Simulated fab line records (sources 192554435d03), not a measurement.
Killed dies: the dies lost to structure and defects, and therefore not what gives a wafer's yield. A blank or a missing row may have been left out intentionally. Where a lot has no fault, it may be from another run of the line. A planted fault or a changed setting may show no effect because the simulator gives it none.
Chamber matching ; flow n5 finfet ; N5_BEOL_M8_CURE_74 on uv cure-02: 3 sister chambers
The step cures SiCOH lowk, time 240 s. 16 wafers are shown with their chamber, then 8 later ones without.

## WAFERS PAIRED WITH THEIR CHAMBERS
wafer;chamber;wafer_temp_C_max;lamp power pct (%)
L077.3;0;387.0;52.29
L077.5;0;386.6;52.27
L077.6;0;386.9;52.35
L078.2;0;386.9;52.22
L078.4;0;387.0;52.36
L078.6;0;387.3;52.34
L079.2;0;387.4;52.37
L079.3;0;387.8;52.32
L079.6;0;387.1;52.39
L083.3;2;388.2;52.29
L083.4;2;387.7;52.29
L083.5;2;388.1;52.32
L089.4;2;388.7;52.27
L089.5;2;387.9;52.29
L089.6;2;388.1;52.38
L091.1;1;386.3;52.31

SIGNATURES (means of the wafers above)
reading;chamber 0;chamber 1;chamber 2;scatter within a chamber
wafer_temp_C_max;387.111;386.300;388.117;0.344
lamp power pct;52.3233;52.3100;52.3067;0.0491
Rule: a wafer lies at a distance from a chamber equal to the root of the sum of squares, over the readings, of (its reading less the chamber's mean, divided by the reading's scatter). If the next closest chamber is less than 2 further off than the closest, the wafer can't be placed; otherwise it belongs to the closest. How the scatter is found: for the shown wafers, subtract from each reading the mean of its chamber, square and add these, divide the total by (wafers less chambers), then take the root.

## WAFERS MISSING THEIR CHAMBER
wafer;wafer_temp_C_max;lamp power pct (%)
L091.3;386.8;52.31
L091.5;386.4;52.31
L093.1;389.2;52.29
L093.4;388.4;52.34
L093.5;388.7;52.33
L097.1;386.8;52.34
L097.3;386.3;52.33
L097.5;386.9;52.34

## WHICH CHAMBER EACH ONE RAN IN
wafer;from the rows above;in truth
L091.3;can't be placed: 0 or 1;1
L091.5;can't be placed: 1 or 0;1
L093.1;2;2
L093.4;2;2
L093.5;2;2
L097.1;can't be placed: 0 or 1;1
L097.3;can't be placed: 1 or 0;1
L097.5;can't be placed: 0 or 1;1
Correctly placed: 3 of 8. Not placeable from these rows: 5 (in 5, the candidates include the true chamber). Number placed wrongly: 0.
